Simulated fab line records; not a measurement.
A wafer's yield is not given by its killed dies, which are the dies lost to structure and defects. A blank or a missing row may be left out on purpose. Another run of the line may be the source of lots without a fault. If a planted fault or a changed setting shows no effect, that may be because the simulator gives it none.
What tool caused it?    flow n5_finfet    9 lots with 27 wafers sampled at 5 steps, on a route of 1938 steps

## WHAT THE GAUGES SHOWED, per wafer
N5_BEOL_M2_THK_MEAS_01. Usual: M2_ILD_THK typically reads 79.4 nm, with standard deviation 1.2.
lot   measured      on             M2_ILD_THK (nm)  flag
L848  day 6 22:58   film_metro-02  79.6 78.9 78.9   
L849  day 7 02:33   film_metro-02  79.1 79.4 79.0   
L851  day 7 12:40   film_metro-01  77.4 77.9 78.5   
L852  day 7 16:35   film_metro-02  79.3 81.9 81.2   
L858  day 9 17:02   film_metro-01  78.8 78.6 79.5   
L860  day 9 19:10   film_metro-02  78.9 78.1 77.5   
L861  day 10 05:40  film_metro-02  79.8 80.2 81.2   
L866  day 11 10:28  film_metro-01  78.1 80.6 79.0   
L868  day 11 23:07  film_metro-02  76.8 79.4 79.2   

N5_BEOL_M4_RC_MEAS_101. Usual: DIBL_N 35.9 mV/V, standard deviation 2.5; DIBL_P 36.0 mV/V, standard deviation 3; IOFF_N 0.16 nA/um, standard deviation 0.047; IOFF_P 0.21 nA/um, standard deviation 0.047; ION_N 671 uA/um, standard deviation 14; ION_P 460 uA/um, standard deviation 8.8; SS_N 71.5 mV/dec, standard deviation 0.73; SS_P 73.2 mV/dec, standard deviation 0.91; VT_N 250 mV, standard deviation 4.3; VT_P -251 mV, standard deviation 3.6.
lot   measured      on         DIBL_N (mV/V)   DIBL_P (mV/V)   IOFF_N (nA/um)  IOFF_P (nA/um)  ION_N (uA/um)  ION_P (uA/um)  SS_N (mV/dec)   SS_P (mV/dec)   VT_N (mV)    VT_P (mV)       flag
L848  day 8 14:56   prober-02  39.5 36.4 35.5  41.7 37.2 36.5  0.27 0.17 0.18  0.31 0.23 0.23  692 671 690    472 465 472    72.5 72.1 71.3  74.9 73.7 74.1  240 247 243  -245 -248 -249  
L849  day 8 15:19   prober-01  36.9 33.8 35.2  36.9 32.7 33.2  0.17 0.12 0.14  0.21 0.16 0.17  670 657 665    456 446 455    71.9 71.5 71.5  72.8 71.5 73.1  250 254 251  -249 -253 -254  
L851  day 8 19:20   prober-01  39.6 32.6 40.8  39.0 29.5 38.8  0.24 0.10 0.28  0.26 0.13 0.26  707 654 684    475 447 460    71.7 69.6 72.6  74.3 71.7 74.4  241 256 243  -249 -256 -248  
L852  day 8 23:23   prober-02  37.6 40.0 34.1  35.2 40.5 33.2  0.16 0.24 0.12  0.20 0.31 0.17  657 689 648    450 466 447    72.0 72.2 70.2  73.0 74.5 72.8  254 243 254  -249 -243 -254  
L858  day 11 02:31  prober-01  37.4 31.7 41.4  36.6 30.3 41.5  0.15 0.09 0.27  0.22 0.13 0.27  652 658 695    455 451 458    71.4 70.4 72.6  73.4 72.4 74.5  252 256 242  -252 -260 -251  
L860  day 11 03:08  prober-02  37.2 36.7 33.2  37.0 37.9 33.6  0.18 0.17 0.12  0.18 0.22 0.15  670 678 664    450 458 462    71.4 71.9 70.7  72.8 74.4 72.6  248 247 253  -253 -252 -255  
L861  day 11 18:04  prober-01  36.1 33.1 34.8  35.7 33.1 34.8  0.15 0.10 0.12  0.22 0.18 0.20  662 661 664    457 463 469    72.0 71.2 71.0  73.1 72.2 72.6  251 255 250  -249 -250 -250  
L866  day 12 19:54  prober-01  34.3 35.8 37.4  34.8 37.5 40.5  0.13 0.15 0.21  0.19 0.22 0.29  667 654 692    460 457 473    71.5 71.7 72.7  73.0 73.7 74.5  253 251 243  -252 -249 -244  
L868  day 13 12:14  prober-02  35.0 34.7 32.9  35.1 34.8 32.7  0.13 0.15 0.10  0.19 0.19 0.16  655 681 656    452 468 455    71.1 71.2 71.0  72.8 73.5 72.0  255 251 259  -252 -250 -254  

## TOOL THAT RAN EACH LOT (tool first, then ch and the chambers of the sampled wafers, then the start)
lot   N5_BEOL_M2_ILD_DEP_00            N5_BEOL_M2_ETCH_63                  N5_BEOL_M2_ETCH_64
L848  pecvd-01 ch 0,1,2, day 6 22:53   rie_diel-02 ch 1,2, day 7 01:16     rie_diel-02 ch 1,2, day 7 01:19
L849  pecvd-01 ch 0,1,2, day 7 02:29   rie_diel-06 ch 0,1, day 7 03:14     rie_diel-06 ch 0,1, day 7 03:16
L851  pecvd-03 ch 1,2, day 7 12:36     rie_diel-06 ch 0,1,2, day 7 14:17   rie_diel-06 ch 0,1,2, day 7 14:19
L852  pecvd-01 ch 0,1,2, day 7 16:31   rie_diel-03 ch 1,2,3, day 7 17:51   rie_diel-03 ch 1,2,3, day 7 17:52
L858  pecvd-01 ch 0,2, day 9 16:58     rie_diel-06 ch 0,2,3, day 9 18:28   rie_diel-06 ch 0,2,3, day 9 18:29
L860  pecvd-03 ch 0,1, day 9 19:05     rie_diel-03 ch 1,2,3, day 9 19:51   rie_diel-03 ch 1,2,3, day 9 19:53
L861  pecvd-01 ch 0,1,2, day 10 05:37  rie_diel-02 ch 0,2,3, day 10 06:35  rie_diel-02 ch 0,2,3, day 10 06:37
L866  pecvd-03 ch 0,2, day 11 10:23    rie_diel-06 ch 0,2,3, day 11 11:37  rie_diel-06 ch 0,2,3, day 11 11:38
L868  pecvd-01 ch 0,2, day 11 23:03    rie_diel-02 ch 0,3, day 12 01:15    rie_diel-02 ch 0,3, day 12 01:17
- N5_BEOL_M2_ILD_DEP_00: deposits SiOC from DEMS/O2, target thk 79 nm, time 15.3 s.
- N5_BEOL_M2_ETCH_63: etches SiARC in CF4, target depth 15.6 nm, time 26 s.
- N5_BEOL_M2_ETCH_64: etches SOC in N2/H2, target depth 75 nm, overetch 22.5 nm, time 121.9 s.

## WHAT THE TOOLS THEMSELVES READ (means of the sampled wafers that have a number; where no wafer has one, the mark that the record gives instead)
N5_BEOL_M2_ILD_DEP_00. Usual: heater_power_w 483 W, standard deviation 68; showerhead_plenum_p_Torr 5.706 Torr, standard deviation 0.013; throttle_valve_pct 12.3 %, standard deviation 0.6.
lot   tool      heater_power_w (W)  showerhead_plenum_p_Torr (Torr)  throttle_valve_pct (%)  flag
L848  pecvd-01  473                 5.705                            12.5                    
L849  pecvd-01  508                 5.711                            12.5                    
L851  pecvd-03  388                 5.694                            12.5                    
L852  pecvd-01  518                 5.708                            12.4                    
L858  pecvd-01  477                 5.716                            12.9                    
L860  pecvd-03  460                 5.707                            12.5                    
L861  pecvd-01  481                 5.722                            12.4                    
L866  pecvd-03  473                 5.688                            11.4                    
L868  pecvd-01  490                 5.717                            13.0                    

N5_BEOL_M2_ETCH_63. Usual: drypump_motor_current_A 5.62 A, standard deviation 0.29; etch_rf_on_time_s 26.3 s, standard deviation 0.85; mfc_ar_sccm 100.0 sccm, standard deviation 0.31; oes_product_au 0.68 a.u., standard deviation 0.07; rf_fwd_power_W 531.8 W, standard deviation 1.8; rf_vpp_V 183.7 V, standard deviation 1; showerhead_plenum_p_Torr 2.11 Torr, standard deviation 0.055; throttle_valve_pct 15.61 %, standard deviation 0.24.
lot   tool         drypump_motor_current_A (A)  etch_rf_on_time_s (s)  mfc_ar_sccm (sccm)  oes_product_au (a.u.)  rf_fwd_power_W (W)  rf_vpp_V (V)  showerhead_plenum_p_Torr (Torr)  throttle_valve_pct (%)  flag
L848  rie_diel-02  5.36                         25.9                   99.8                0.64                   532.6               183.6         2.09                             15.95                   
L849  rie_diel-06  5.83                         26.7                   100.1               0.76                   530.5               184.7         2.12                             15.33                   
L851  rie_diel-06  5.64                         26.0                   99.9                0.75                   531.7               184.0         2.15                             15.41                   
L852  rie_diel-03  5.62                         27.1                   100.1               0.69                   532.2               182.8         2.12                             15.46                   
L858  rie_diel-06  5.83                         26.2                   99.9                0.68                   532.5               183.1         2.10                             15.60                   
L860  rie_diel-03  5.61                         27.0                   99.9                0.67                   531.7               183.6         2.12                             15.50                   
L861  rie_diel-02  5.70                         26.1                   100.3               0.66                   530.6               182.9         2.08                             15.73                   
L866  rie_diel-06  5.85                         26.6                   100.3               0.67                   532.1               183.5         2.09                             15.61                   
L868  rie_diel-02  5.72                         26.0                   100.1               0.70                   533.0               183.5         2.07                             15.61                   

N5_BEOL_M2_ETCH_64. Usual: drypump_motor_current_A 5.63 A, standard deviation 0.3; n2_flow_sccm 200.0 sccm, standard deviation 0.62; oes_product_au 0.61 a.u., standard deviation 0.059; rf_fwd_power_W 837.2 W, standard deviation 2.7; rf_vpp_V 522.9 V, standard deviation 2; showerhead_plenum_p_Torr 2.50 Torr, standard deviation 0.069; throttle_valve_pct 17.8 %, standard deviation 0.31.
lot   tool         drypump_motor_current_A (A)  n2_flow_sccm (sccm)  oes_product_au (a.u.)  rf_fwd_power_W (W)  rf_vpp_V (V)  showerhead_plenum_p_Torr (Torr)  throttle_valve_pct (%)  flag
L848  rie_diel-02  5.37                         200.6                0.57                   838.0               522.8         2.48                             18.2                    
L849  rie_diel-06  5.84                         199.6                0.68                   834.2               523.6         2.52                             17.6                    
L851  rie_diel-06  5.67                         199.7                0.67                   839.1               524.7         2.55                             17.7                    
L852  rie_diel-03  5.60                         199.7                0.63                   836.8               523.9         2.51                             17.5                    
L858  rie_diel-06  5.84                         199.8                0.61                   840.8               521.8         2.49                             17.8                    
L860  rie_diel-03  5.61                         199.9                0.61                   835.7               523.3         2.50                             17.6                    
L861  rie_diel-02  5.72                         199.6                0.58                   832.6               520.9         2.48                             18.2                    
L866  rie_diel-06  5.85                         200.4                0.60                   907.2               511.0         2.48                             17.8                    OFF
L868  rie_diel-02  5.75                         200.6                0.62                   837.9               521.3         2.49                             18.1                    

## THE ANSWER, worked out from the rows above alone
Rule: take the mean of a lot's wafers that have a number; if it is more than 3 standard deviations from the usual mean, the lot is off. A lot without any number at a reading at which 4 lots or more have one is off too. All remaining lots with rows at the step are treated as sound. After the gauges, taken in route order, come the tools' own readings; for these a lot's mean is taken, as printed above. At the first step where some lot is off, the reading lying furthest off is the one used; lots without a number count as furthest.
Off, at N5_BEOL_M2_ETCH_64 on rf_fwd_power_W: L866.
If a tool, at that step or one of the process steps before it, ran each lot that is off and ran no sound lot following the first of them, it fits. Can't be told from this: 2 tools fit, pecvd-03 at N5_BEOL_M2_ILD_DEP_00, rie_diel-06 at N5_BEOL_M2_ETCH_63 and N5_BEOL_M2_ETCH_64.

## WHAT THE SIMULATOR HAD INSERTED
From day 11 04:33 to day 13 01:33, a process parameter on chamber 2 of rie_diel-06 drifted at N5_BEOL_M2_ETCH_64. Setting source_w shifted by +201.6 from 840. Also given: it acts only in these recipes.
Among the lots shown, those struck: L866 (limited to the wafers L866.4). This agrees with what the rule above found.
